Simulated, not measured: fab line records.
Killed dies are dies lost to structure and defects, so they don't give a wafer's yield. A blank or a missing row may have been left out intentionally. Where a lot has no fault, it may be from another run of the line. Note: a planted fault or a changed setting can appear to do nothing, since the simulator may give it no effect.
fab line records	flow nand-harc
record lots=6	wafers=18	last-day=34
route steps=1302 shown A_CHANNEL_HOLE_D2@575 A_CHANNEL_FILL_D2@610 END@1302
lots untouched by any fault: they come from a run of this same line in which no faults occurred
start-h: the number of hours between the record's first day and the start of the first shown wafer of the lot	wait-h: how many hours have passed since the lot's step before this one	" as in the row above	L1.1+2: a single row standing in for several wafers	- either no value or no given start	* or withheld: withheld	< > ~ a bound
route shown NAME@n: NAME is a module with steps in the file, n the number in the route of the first one	usual: mean and standard deviation over wafers with no fault	same: alike in all rows	chamber/n: place in a boat	sites: per-site readings	_std_site: how widely they spread, as a standard deviation	_edge_site: outer sites' mean less inner sites'	radius-mm: for every site, how far away it sits from the centre of the wafer	mask NAME#n: copy n	behind: the last tool/chamber to shape the wafer	hold: cause of the lot's hold/its duration in hours/its outcome	device: the transistor (n, p or np) that didn't switch	end of line: the same wafers' tests at the end of the route	for a step that has no rows: nothing shown but its recipe	killed: at the first sort, the dies lost to defects and structure; wafer yield is something else	map: per-die view of a wafer (x killed, . not killed, _ where there is no die)
set.NAME: setting as actually run; set.NAME@STEP: the setting as run at that earlier step	model.NAME: the simulator's own value behind a step, which no gauge read
a table for each step, a row for each wafer; lots at some steps of the route
services: when a tool's chamber went out of use (start-h, in hours from the record's first day, below 0 if earlier), for how many hours, and the reason
## steps
# step NHARC_A_CHANNEL_HOLE_D2_COAT_37
# recipe temp-c=225	time-s=65
# step NHARC_A_CHANNEL_HOLE_D2_COAT_04
# recipe spin-rpm=1500	resist-thk-nm=90
# step NHARC_A_CHANNEL_HOLE_D2_SOFTBAKE_05
# recipe temp-c=105	time-s=55
# step NHARC_A_CHANNEL_HOLE_D2_EBR_06
# step NHARC_A_CHANNEL_HOLE_D2_EXPOSE_07
# recipe na=1.35	target-cd-nm=100	sigma-outer=0.3	dose-mj=59.65	mask-id=HOLE_D2
# step NHARC_A_CHANNEL_HOLE_D2_PEB_08
# recipe peb-temp-c=100	peb-time-s=65
# step NHARC_A_CHANNEL_HOLE_D2_DEVELOP_09
# recipe develop-time-s=35	dev-temp-c=23
# step NHARC_A_CHANNEL_HOLE_D2_CD_MEAS_10
# recipe target-cd-nm=100	landing-energy-ev=500
# usual cd-nm=100.2/0.43
lot.wafer	tool	chamber	start-h	wait-h	cd-nm
L983.1	cd-sem-02	0	310.76	-	99.1
L983.2	"	0	"	"	100.0
L983.3	"	0	"	"	99.9
L990.1	cd-sem-01	0	393.57	-	100.9
L990.2	"	0	"	"	101.0
L990.5	"	0	"	"	100.4
L993.2	cd-sem-01	0	404.55	-	100.3
L993.4	"	0	"	"	100.6
L993.6	"	0	"	"	100.9
L102.4	cd-sem-03	0	492.39	-	100.2
L102.5	"	0	"	"	99.6
L102.6	"	0	"	"	99.6
L101.1	cd-sem-01	0	515.59	-	100.3
L101.3	"	0	"	"	100.1
L101.4	"	0	"	"	100.2
L104.1	cd-sem-02	0	527.76	-	100.1
L104.4	"	0	"	"	100.2
L104.5	"	0	"	"	100.4
# step NHARC_A_CHANNEL_HOLE_D2_OVL_MEAS_11
# usual overlay-x-nm=-0.2/0.81	overlay-y-nm=0.0/0.77
lot.wafer	tool	chamber	start-h	wait-h	overlay-x-nm	overlay-y-nm
L983.1	overlay-02	-	310.84	-	0.6	-0.5
L983.2	"	-	"	"	0.6	-0.1
L983.3	"	-	"	"	0.5	0.1
L990.1	overlay-01	-	393.66	-	-0.9	-0.3
L990.2	"	-	"	"	-0.7	-0.6
L990.5	"	-	"	"	-0.9	0.1
L993.2	overlay-02	-	404.63	-	-0.4	-0.2
L993.4	"	-	"	"	-0.1	0.4
L993.6	"	-	"	"	-0.2	0.0
L102.4	overlay-01	-	492.48	-	-0.7	-1.9
L102.5	"	-	"	"	-0.4	-1.9
L102.6	"	-	"	"	-0.4	-1.0
L101.1	overlay-02	-	515.68	-	0.8	0.7
L101.3	"	-	"	"	0.6	0.7
L101.4	"	-	"	"	-0.1	0.9
L104.1	overlay-02	-	527.85	-	0.2	-0.4
L104.4	"	-	"	"	-0.2	-0.2
L104.5	"	-	"	"	0.0	-0.3
# step NHARC_A_CHANNEL_HOLE_D2_INSPECT_12
# usual raw-defect-count=31/24
lot.wafer	tool	chamber	start-h	wait-h	raw-defect-count
L983.1	defect-inspect-01	-	310.88	0.0	2
L983.2	"	-	"	"	2
L983.3	"	-	"	"	2
L990.1	defect-inspect-01	-	393.70	0.0	53
L990.2	"	-	"	"	55
L990.5	"	-	"	"	50
L993.2	defect-inspect-01	-	404.67	0.0	8
L993.4	"	-	"	"	10
L993.6	"	-	"	"	10
L102.4	defect-inspect-02	-	492.51	0.0	20
L102.5	"	-	"	"	23
L102.6	"	-	"	"	21
L101.1	defect-inspect-02	-	515.72	0.0	7
L101.3	"	-	"	"	9
L101.4	"	-	"	"	4
L104.1	defect-inspect-02	-	527.89	0.0	36
L104.4	"	-	"	"	27
L104.5	"	-	"	"	26
# step NHARC_A_CHANNEL_HOLE_D2_DESCUM_15
# recipe time-s=3	o2-flow-sccm=200	ar-flow-sccm=0	bias-power-w=0	chemistry=O2
# step NHARC_A_CHANNEL_HOLE_D2_ETCH_38
# recipe target-depth-a=390	over-etch-frac=0.3	time-s=65	ion-energy-ev=80	cf4-flow-sccm=150	ar-flow-sccm=0	rf-w=300	bias-w=100	chemistry=CF4
# step NHARC_A_CHANNEL_HOLE_D2_ETCH_39
# recipe target-depth-a=2600	over-etch-frac=0.3	time-s=325	ion-energy-ev=200	n2-flow-sccm=150	h2-flow-sccm=150	ar-flow-sccm=0	rf-w=400	bias-w=150	chemistry=N2/H2
# usual drypump-motor-current-A=5.9/0.43	oes-product-au=1.000/0.0072	rf-vpp-V=431.3/2.3	showerhead-plenum-p-Torr=2.07/0.079	throttle-valve-pct=14.170/0.0099
lot.wafer	tool	chamber	start-h	wait-h	drypump-motor-current-A	oes-product-au	rf-hours-counter-h	rf-vpp-V	showerhead-plenum-p-Torr	throttle-valve-pct
L983.3	rie-diel-01	3	311.12	-	5.7	1.001	5.3	430.1	2.02	14.179
L983.2	"	0	"	"	6.2	0.995	4.8	434.3	2.20	14.186
L983.1	"	1	"	"	6.0	0.986	5.6	433.0	2.12	14.188
L990.1	rie-diel-13	3	393.94	-	5.5	0.994	1.5	433.3	2.10	14.173
L990.2	"	0	"	"	5.5	1.010	1.5	427.5	1.92	14.174
L990.5	"	0	"	"	5.4	1.008	-	427.0	1.92	14.186
L993.2	rie-diel-13	2	404.96	-	6.2	0.995	2.6	434.2	2.13	14.161
L993.4	"	3	"	"	5.5	1.007	2.4	434.3	2.10	14.166
L993.6	"	0	"	"	5.4	1.005	-	427.6	1.92	14.169
L102.4	rie-diel-13	2	492.77	-	6.2	0.984	7.2	432.0	2.13	14.157
L102.6	"	1	"	"	6.1	0.997	-	431.2	2.03	14.170
L102.5	"	2	"	"	6.2	0.985	-	432.2	2.13	14.157
L101.1	rie-diel-13	1	515.95	-	6.1	0.999	9.4	429.6	2.03	14.192
L101.4	"	3	"	"	5.5	0.998	7.5	432.2	2.10	14.157
L101.3	"	0	"	"	5.4	1.006	8.5	427.1	1.92	14.188
L104.1	rie-diel-05	1	528.12	-	6.6	1.007	4.7	431.5	2.07	14.169
L104.4	"	3	"	"	6.0	1.008	5.2	435.8	2.18	14.162
L104.5	"	1	"	"	6.6	1.005	-	430.5	2.07	14.162
# step NHARC_A_CHANNEL_HOLE_D2_ETCH_34
# recipe target-depth-a=1540	time-s=77	cf4-flow-sccm=100	chf3-flow-sccm=30	ar-flow-sccm=0	rf-w=500	bias-w=200	chemistry=CF4/CHF3
# usual cf4-flow-sccm=100.0/0.3	drypump-motor-current-A=5.9/0.43	oes-product-au=0.955/0.02	rf-vpp-V=371.5/2	showerhead-plenum-p-Torr=1.60/0.054	throttle-valve-pct=16.803/0.0093
lot.wafer	tool	chamber	start-h	wait-h	cf4-flow-sccm	drypump-motor-current-A	oes-product-au	rf-hours-counter-h	rf-vpp-V	showerhead-plenum-p-Torr	throttle-valve-pct
L983.3	rie-diel-01	1	-	-	99.9	6.1	0.911	5.7	372.6	1.63	16.801
L983.2	"	2	"	"	100.0	4.8	0.926	6.0	369.9	1.56	16.798
L983.1	"	3	"	"	99.9	5.7	0.927	5.5	369.8	1.56	16.800
L990.1	rie-diel-13	3	-	-	99.8	5.4	0.988	1.6	371.0	1.61	16.824
L990.2	"	0	"	"	99.6	5.4	0.975	1.7	369.3	1.49	16.819
L990.5	"	3	"	"	99.8	5.5	0.983	-	371.6	1.62	16.811
L993.4	rie-diel-13	3	-	-	100.1	5.5	0.957	2.4	373.0	1.61	16.796
L993.2	"	0	"	"	99.6	5.4	0.958	2.3	369.0	1.49	16.806
L993.6	"	2	"	"	99.8	6.2	0.968	-	371.2	1.64	16.799
L102.4	rie-diel-13	2	-	-	100.1	6.2	0.969	7.4	371.2	1.64	16.793
L102.6	"	3	"	"	100.1	5.5	0.978	-	372.9	1.61	16.817
L102.5	"	0	"	"	100.6	5.4	0.971	-	366.9	1.49	16.815
L101.1	rie-diel-13	0	-	-	99.8	5.4	0.933	8.5	367.9	1.49	16.795
L101.4	"	1	"	"	100.3	6.1	0.919	9.5	370.2	1.57	16.810
L101.3	"	3	"	"	99.9	5.5	0.924	7.6	372.5	1.61	16.790
L104.4	rie-diel-05	3	-	-	100.0	6.0	0.963	5.2	374.0	1.67	16.801
L104.1	"	0	"	"	100.4	5.8	0.973	5.5	370.5	1.60	16.794
L104.5	"	3	"	"	99.5	6.0	0.964	-	374.8	1.67	16.791
# step NHARC_A_CHANNEL_HOLE_D2_ETCH_16
# recipe target-depth-a=31000	over-etch-frac=0.3	time-s=806	ion-energy-ev=150	o2-flow-sccm=400	cos-flow-sccm=20	ar-flow-sccm=0	rf-w=500	bias-w=300	chemistry=O2/COS
# step NHARC_A_CHANNEL_HOLE_D2_CD_MEAS_18
# usual cd-nm=99.8/1.6
lot.wafer	tool	chamber	start-h	wait-h	cd-nm
L983.1	cd-sem-02	-	312.05	-	98.8
L983.2	"	-	"	"	100.2
L983.3	"	-	"	"	98.9
L990.1	cd-sem-02	-	394.86	-	99.4
L990.2	"	-	"	"	101.2
L990.5	"	-	"	"	101.0
L993.2	cd-sem-03	-	405.84	-	96.9
L993.4	"	-	"	"	98.5
L993.6	"	-	"	"	98.7
L102.4	cd-sem-02	-	493.69	-	100.7
L102.5	"	-	"	"	100.7
L102.6	"	-	"	"	100.4
L101.1	cd-sem-02	-	516.89	-	99.4
L101.3	"	-	"	"	97.9
L101.4	"	-	"	"	99.3
L104.1	cd-sem-01	-	529.06	-	99.8
L104.4	"	-	"	"	96.9
L104.5	"	-	"	"	102.0
# step NHARC_A_CHANNEL_HOLE_D2_ETCH_19
# recipe bias-v=1200	source-w=2500	pressure-mtorr=15	time-s=34.5	ar-flow-sccm=375	c4f8-flow-sccm=28.8	o2-flow-sccm=96.2	temp-c=-20	target-depth-a=*	chemistry=C4F8/O2/Ar
# step NHARC_A_CHANNEL_HOLE_D2_ETCH_20
# recipe bias-v=3000	source-w=withheld	pressure-mtorr=20	time-s=361.9	ar-flow-sccm=375	c4f8-flow-sccm=89.3	o2-flow-sccm=35.7	temp-c=-20	target-depth-a=16000	chemistry=C4F8/O2/Ar
# usual drypump-motor-current-A=5.85/0.12	showerhead-plenum-p-Torr=3.69/0.16	temp-c=-20.00/0.086	throttle-valve-pct=32.154/0.0096
lot.wafer	tool	chamber	start-h	wait-h	drypump-motor-current-A	rf-hours-counter-h	showerhead-plenum-p-Torr	temp-c	throttle-valve-pct
L983.1	har-etch-01	1	314.39	0.1	5.99	163	3.58	-19.96	32.163
L983.2	"	0	"	"	5.83	163	3.69	-19.84	32.152
L983.3	"	1	"	"	6.00	-	3.58	-19.81	32.157
L990.1	har-etch-01	1	398.66	0.1	5.97	213	3.55	-20.21	32.159
L990.2	"	0	"	"	5.82	213	3.67	-20.01	32.154
L990.5	"	1	"	"	5.98	-	3.55	-19.96	32.144
L993.2	har-etch-01	1	408.02	0.1	5.95	221	3.55	-19.98	32.154
L993.4	"	0	"	"	5.82	-	3.66	-19.96	32.147
L993.6	"	1	"	"	5.99	-	3.55	-20.05	32.171
L102.4	har-etch-01	0	493.97	0.2	5.84	-	3.63	-19.97	32.158
L102.6	"	0	"	"	5.84	-	3.63	-19.99	32.155
L102.5	"	1	"	"	5.94	-	3.52	-20.00	32.158
L101.1	har-etch-01	1	517.12	0.1	6.01	282	3.51	-19.95	32.158
L101.4	"	0	"	"	5.84	-	3.63	-20.06	32.150
L101.3	"	1	"	"	5.96	-	3.51	-20.10	32.173
L104.1	har-etch-02	0	531.86	0.1	5.92	80	3.88	-20.06	32.159
L104.4	"	1	"	"	5.63	-	3.85	-20.10	32.166
L104.5	"	0	"	"	5.86	-	3.88	-19.97	32.158
# step NHARC_A_CHANNEL_HOLE_D2_ETCH_21
# recipe bias-v=3000	source-w=withheld	pressure-mtorr=20	time-s=514.3	ar-flow-sccm=375	c4f8-flow-sccm=89.3	o2-flow-sccm=35.7	temp-c=-20	target-depth-a=16000	chemistry=C4F8/O2/Ar
# step NHARC_A_CHANNEL_HOLE_D2_ETCH_22
# recipe bias-v=3000	source-w=withheld	pressure-mtorr=20	time-s=666.7	ar-flow-sccm=375	c4f8-flow-sccm=89.3	o2-flow-sccm=35.7	temp-c=-20	target-depth-a=16000	chemistry=C4F8/O2/Ar
# step NHARC_A_CHANNEL_HOLE_D2_ETCH_23
# recipe bias-v=5000	source-w=withheld	pressure-mtorr=20	time-s=819	ar-flow-sccm=375	c4f8-flow-sccm=89.3	o2-flow-sccm=35.7	temp-c=-20	target-depth-a=16000	chemistry=C4F8/O2/Ar
# usual drypump-motor-current-A=5.85/0.12	showerhead-plenum-p-Torr=3.69/0.16	temp-c=-20.00/0.12	throttle-valve-pct=32.156/0.0087
lot.wafer	tool	chamber	start-h	wait-h	drypump-motor-current-A	rf-hours-counter-h	showerhead-plenum-p-Torr	temp-c	throttle-valve-pct
L983.1	har-etch-01	1	315.71	0.5	5.93	165	3.58	-20.04	32.169
L983.2	"	0	"	"	5.82	165	3.69	-20.01	32.168
L983.3	"	1	"	"	5.96	-	3.58	-20.01	32.153
L990.1	har-etch-01	1	400.00	0.5	5.94	215	3.55	-20.07	32.153
L990.2	"	0	"	"	5.83	215	3.67	-19.98	32.154
L990.5	"	1	"	"	5.91	-	3.55	-20.03	32.151
L993.2	har-etch-01	1	409.39	0.5	5.96	222	3.55	-19.97	32.161
L993.4	"	0	"	"	5.83	-	3.66	-20.14	32.154
L993.6	"	1	"	"	5.95	-	3.55	-20.02	32.157
L102.4	har-etch-01	0	495.43	0.5	5.84	-	3.63	-19.95	32.157
L102.6	"	0	"	"	5.83	-	3.63	-19.77	32.162
L102.5	"	1	"	"	5.97	-	3.52	-19.94	32.146
L101.1	har-etch-01	1	518.52	0.5	5.95	284	3.51	-20.06	32.155
L101.4	"	0	"	"	5.83	-	3.63	-20.09	32.147
L101.3	"	1	"	"	5.92	-	3.51	-20.01	32.164
L104.1	har-etch-02	0	533.25	0.5	5.90	81	3.88	-19.92	32.154
L104.4	"	1	"	"	5.63	-	3.85	-20.07	32.168
L104.5	"	0	"	"	5.88	-	3.88	-20.06	32.153
# step NHARC_A_CHANNEL_HOLE_D2_ETCH_24
# recipe bias-v=5000	source-w=withheld	pressure-mtorr=20	time-s=906.2	ar-flow-sccm=375	c4f8-flow-sccm=93.8	o2-flow-sccm=31.2	temp-c=-20	target-depth-a=15000	chemistry=C4F8/O2/Ar
# step NHARC_A_CHANNEL_HOLE_D2_ETCH_25
# recipe bias-v=5000	source-w=withheld	pressure-mtorr=20	time-s=1040.2	ar-flow-sccm=375	c4f8-flow-sccm=93.8	o2-flow-sccm=31.2	temp-c=-20	target-depth-a=15000	chemistry=C4F8/O2/Ar
# step NHARC_A_CHANNEL_HOLE_D2_ETCH_26
# recipe bias-v=300	source-w=2000	pressure-mtorr=30	time-s=224.1	ar-flow-sccm=375	c4f8-flow-sccm=11.4	o2-flow-sccm=113.6	temp-c=-20	target-depth-a=3000	chemistry=C4F8/O2/Ar
# usual drypump-motor-current-A=5.85/0.12	showerhead-plenum-p-Torr=3.73/0.17	temp-c=-19.99/0.11	throttle-valve-pct=24.585/0.0093
lot.wafer	tool	chamber	start-h	wait-h	drypump-motor-current-A	rf-hours-counter-h	showerhead-plenum-p-Torr	temp-c	throttle-valve-pct
L983.1	har-etch-01	1	318.06	0.7	6.00	167	3.61	-19.80	24.579
L983.2	"	0	"	"	5.82	167	3.74	-19.86	24.595
L983.3	"	1	"	"	5.96	-	3.61	-20.02	24.591
L990.1	har-etch-01	1	402.34	0.7	5.93	217	3.59	-19.81	24.586
L990.2	"	0	"	"	5.82	217	3.71	-19.96	24.590
L990.5	"	1	"	"	5.94	-	3.59	-19.75	24.596
L993.2	har-etch-01	1	411.65	0.6	5.96	224	3.58	-19.92	24.586
L993.4	"	0	"	"	5.84	-	3.70	-20.02	24.578
L993.6	"	1	"	"	5.99	-	3.58	-20.09	24.582
L102.4	har-etch-01	0	497.60	0.5	5.82	-	3.67	-20.13	24.592
L102.6	"	0	"	"	5.83	-	3.67	-20.09	24.595
L102.5	"	1	"	"	5.93	-	3.55	-19.98	24.591
L101.1	har-etch-01	1	520.76	0.6	6.00	286	3.55	-20.10	24.580
L101.4	"	0	"	"	5.84	-	3.67	-20.35	24.571
L101.3	"	1	"	"	6.00	-	3.55	-20.03	24.594
L104.1	har-etch-02	0	535.52	0.6	5.91	84	3.93	-20.01	24.584
L104.4	"	1	"	"	5.64	-	3.90	-19.93	24.576
L104.5	"	0	"	"	5.93	-	3.93	-19.88	24.600
# step NHARC_A_CHANNEL_HOLE_D2_ETCH_27
# recipe bias-v=400	source-w=2000	pressure-mtorr=25	time-s=90	ar-flow-sccm=375	c4f8-flow-sccm=41.7	o2-flow-sccm=83.3	temp-c=-20	target-depth-a=4000	chemistry=C4F8/O2/Ar
# step NHARC_A_CHANNEL_HOLE_D2_STRIP_41
# recipe n2-flow-sccm=150	h2-flow-sccm=150	ar-flow-sccm=0	bias-w=0	chemistry=N2/H2
# step NHARC_A_CHANNEL_HOLE_D2_STRIP_42
# recipe cf4-flow-sccm=100	chf3-flow-sccm=30	ar-flow-sccm=0	bias-w=0	chemistry=CF4/CHF3
# step NHARC_A_CHANNEL_HOLE_D2_STRIP_43
# recipe o2-flow-sccm=400	cos-flow-sccm=20	ar-flow-sccm=0	bias-w=0	chemistry=O2/COS
# step NHARC_A_CHANNEL_HOLE_D2_ETCH_44
# recipe target-depth-a=1400	overetch-a=140	time-s=77	ion-energy-ev=100	cf4-flow-sccm=80	o2-flow-sccm=20	ar-flow-sccm=0	rf-w=300	bias-w=100	chemistry=CF4/O2
# step NHARC_A_CHANNEL_HOLE_D2_STRIP_28
# recipe o2-flow-sccm=500	ar-flow-sccm=0	bias-w=0	chemistry=O2
# step NHARC_A_CHANNEL_HOLE_D2_PRECLEAN_29
# recipe time-s=*	temp-c=50	bath-age-min=0	chemistry=SC1
# step NHARC_A_CHANNEL_HOLE_D2_SRD_30
# step NHARC_A_CHANNEL_HOLE_D2_CD_MEAS_31
# usual cd-nm=90.1/0.88
lot.wafer	tool	chamber	start-h	wait-h	cd-nm
L983.1	cd-sem-02	-	319.80	-	90.2
L983.2	"	-	"	"	90.6
L983.3	"	-	"	"	89.0
L990.1	cd-sem-02	-	404.07	-	90.2
L990.2	"	-	"	"	88.6
L990.5	"	-	"	"	89.6
L993.2	cd-sem-03	-	413.36	-	90.3
L993.4	"	-	"	"	89.1
L993.6	"	-	"	"	90.5
L102.4	cd-sem-01	-	499.28	-	90.2
L102.5	"	-	"	"	90.2
L102.6	"	-	"	"	90.4
L101.1	cd-sem-02	-	522.47	-	89.5
L101.3	"	-	"	"	89.9
L101.4	"	-	"	"	90.2
L104.1	cd-sem-03	-	537.74	-	91.2
L104.4	"	-	"	"	90.6
L104.5	"	-	"	"	90.8
# step NHARC_A_CHANNEL_HOLE_D2_XSEM_32
# recipe landing-energy-ev=35000
# usual bot-cd-nm=74.8/1.1	bow-nm=8.62/0.24	tilt-deg=0.08/0.036
lot.wafer	tool	chamber	start-h	wait-h	bot-cd-nm	bow-nm	tilt-deg
L983.1	xsem-01	0	319.89	0.1	75.1	8.83	0.05
L983.2	"	0	"	"	75.6	8.77	0.05
L983.3	"	0	"	"	73.4	8.86	0.05
L990.1	xsem-01	0	404.16	0.1	75.1	8.54	0.14
L990.2	"	0	"	"	73.3	8.58	0.14
L990.5	"	0	"	"	74.1	8.50	0.14
L993.2	xsem-01	0	413.45	0.1	74.9	8.39	0.05
L993.4	"	0	"	"	73.7	8.46	0.06
L993.6	"	0	"	"	75.0	8.55	0.05
L102.4	xsem-01	0	499.37	0.1	74.7	8.64	0.10
L102.5	"	0	"	"	74.7	8.55	0.10
L102.6	"	0	"	"	74.3	8.56	0.10
L101.1	xsem-01	0	522.55	0.1	73.4	8.89	0.10
L101.3	"	0	"	"	74.1	8.88	0.10
L101.4	"	0	"	"	74.9	8.85	0.10
L104.1	xsem-02	0	537.83	0.1	75.0	8.38	0.09
L104.4	"	0	"	"	74.6	8.32	0.09
L104.5	"	0	"	"	75.1	8.30	0.09
# step NHARC_A_CHANNEL_HOLE_D2_INSPECT_40
# usual raw-defect-count=298/77
lot.wafer	tool	chamber	start-h	wait-h	raw-defect-count
L983.1	defect-inspect-02	-	319.98	-	252
L983.2	"	-	"	"	220
L983.3	"	-	"	"	274
L990.1	defect-inspect-02	-	404.25	-	1107
L990.2	"	-	"	"	1025
L990.5	"	-	"	"	954
L993.2	defect-inspect-02	-	413.54	-	1103
L993.4	"	-	"	"	1046
L993.6	"	-	"	"	1161
L102.4	defect-inspect-02	-	499.46	-	259
L102.5	"	-	"	"	220
L102.6	"	-	"	"	219
L101.1	defect-inspect-01	-	522.65	-	276
L101.3	"	-	"	"	456
L101.4	"	-	"	"	321
L104.1	defect-inspect-01	-	537.93	-	270
L104.4	"	-	"	"	275
L104.5	"	-	"	"	302
# step NHARC_A_CHANNEL_FILL_D2_PRECLEAN_00
# recipe time-s=*	temp-c=50	bath-age-min=0	chemistry=SC1
# step NHARC_END_SORT_01
# recipe temp-c=25
# usual killed-at-array=62/16	killed-at-other=0.8/1.1	killed-at-periphery=4/3.2	killed-dies=67/16	killed-open=3.5/1.9	killed-short=2.1/1.5
# same gross-dies=677
lot.wafer	tool	chamber	start-h	wait-h	killed-at-array	killed-at-other	killed-at-periphery	killed-dies	killed-open	killed-short
L990.1	prober-01	0	672.18	2.5	116	1	5	122	6	5
L990.2	prober-01	0	672.98	2.8	101	0	0	101	5	1
L990.5	prober-01	0	675.38	3.7	98	1	5	104	5	3
L993.2	prober-02	0	673.02	2.8	153	0	3	156	5	0
L993.4	prober-02	0	674.62	3.4	98	0	3	101	4	3
L993.6	prober-02	0	676.22	4.0	95	0	3	98	1	2
# killed by level:class
L990.1 A_CHANNEL_HOLE_D2:unspecified=60 A_CHANNEL_HOLE_D1:chamber-film-flake=28 A_CHANNEL_HOLE_D2:chamber-film-flake=9 A_STAIRCASE:chamber-film-flake=3 A_CONTACT:chamber-film-flake=3 A_CHANNEL_FILL_D2:chamber-film-flake=2 A_SLIT:chamber-film-flake=2 P_GATE:geometric-particle:open=1
L990.2 A_CHANNEL_HOLE_D2:unspecified=36 A_CHANNEL_HOLE_D1:chamber-film-flake=31 A_CHANNEL_HOLE_D2:chamber-film-flake=19 A_SLIT:chamber-film-flake=3 A_ONON_D1:geometric-particle:open=2 A_WL_FILL:chamber-film-flake=2 A_CONTACT:chamber-film-flake=2 A_ONON_D1:geometric-particle:short=1
L993.2 A_CHANNEL_HOLE_D2:unspecified=99 A_SLIT:chamber-film-flake=30 A_CHANNEL_HOLE_D2:chamber-film-flake=15 A_CHANNEL_HOLE_D1:chamber-film-flake=4 P_M0:geometric-particle:open=1 A_CHANNEL_HOLE_D1:geometric-particle:open=1 A_ONON_D2:geometric-particle:open=1 A_WL_FILL:geometric-particle:open=1
L993.4 A_CHANNEL_HOLE_D2:unspecified=55 A_CHANNEL_HOLE_D2:chamber-film-flake=23 A_SLIT:chamber-film-flake=11 A_ONON_D2:geometric-particle:short=2 P_M0:geometric-particle:short=1 P_M0:geometric-particle:open=1 A_SOURCE_PLATE:geometric-particle:open=1 A_ONON_D2:geometric-particle:open=1
L990.5 A_CHANNEL_HOLE_D2:unspecified=33 A_CHANNEL_HOLE_D1:chamber-film-flake=31 A_CHANNEL_HOLE_D2:chamber-film-flake=18 A_CONTACT:chamber-film-flake=4 P_BONDPAD:chamber-film-flake=2 A_SLIT:chamber-film-flake=2 A_SOURCE_PLATE:geometric-particle:open=1 A_ONON_D1:geometric-particle:short=1
L993.6 A_CHANNEL_HOLE_D2:unspecified=39 A_SLIT:chamber-film-flake=32 A_CHANNEL_HOLE_D2:chamber-film-flake=16 A_CHANNEL_HOLE_D1:chamber-film-flake=4 P_M0:geometric-particle:open=1 P_M1:geometric-particle:short=1 A_WL_FILL:geometric-particle:short=1 P_GATE:chamber-film-flake=1
## services
tool	chamber	start-h	hours	kind
rie-diel-01	2	294.76	7.8	repair
rie-diel-13	0	296.80	-	clean
rie-diel-13	1	296.80	-	clean
rie-diel-13	2	296.80	-	clean
rie-diel-13	3	296.80	-	clean
rie-diel-13	-	308.01	2.1	repair
rie-diel-13	0	321.30	-	clean
rie-diel-01	2	338.17	7.4	repair
xsem-01	-	374.00	14.0	pm
rie-diel-01	-	380.80	9.0	pm
har-etch-02	-	382.85	17.0	pm
rie-diel-05	-	406.62	9.0	pm
rie-diel-01	3	454.18	17.9	repair
rie-diel-05	-	463.92	0.3	repair
rie-diel-13	1	464.11	2.0	repair
rie-diel-01	2	464.28	7.7	repair
rie-diel-05	1	464.99	8.5	repair
rie-diel-01	3	493.79	14.7	repair
rie-diel-01	1	500.33	1.9	repair
rie-diel-05	2	503.80	13.0	repair
rie-diel-13	-	519.31	9.0	pm
har-etch-01	0	521.11	-	consumable-replace:esc
har-etch-01	0	521.11	17.0	scheduled-down
har-etch-01	0	521.11	17.0	vent-cycle
## key
first-sign step=NHARC_A_CHANNEL_HOLE_D2_INSPECT_40	reading=raw-defect-count	direction=up	sigmas=9.9	usual=298	struck=1066
effect step=NHARC_END_SORT_01	reading=killed-at-array	direction=up	sigmas=3	usual=62	struck=110	wafers-moved=4
more-kills-born-at NHARC_A_CHANNEL_HOLE_D2_ETCH_39@rie-diel-13=322
met-at NHARC_A_CHANNEL_HOLE_D2_ETCH_39
struck-wafers L990.1,L990.2,L990.5,L993.2,L993.4,L993.6
tester-left-out L990,L993
fault kind=chamber-particle-source	tool=rie-diel-13	chamber=-	onset-h=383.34	steps=NHARC_A_CHANNEL_HOLE_D2_ETCH_39	rate-per-visit-cm2=1.1778	end-h=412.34
# tester-left-out: of these lots the tester's yield and bins aren't shown, on N5 and GAA mostly nor the transistor test; their killed dies are dies lost to structure and defects alone, not to doping, threshold or leakage, so they don't give the yield
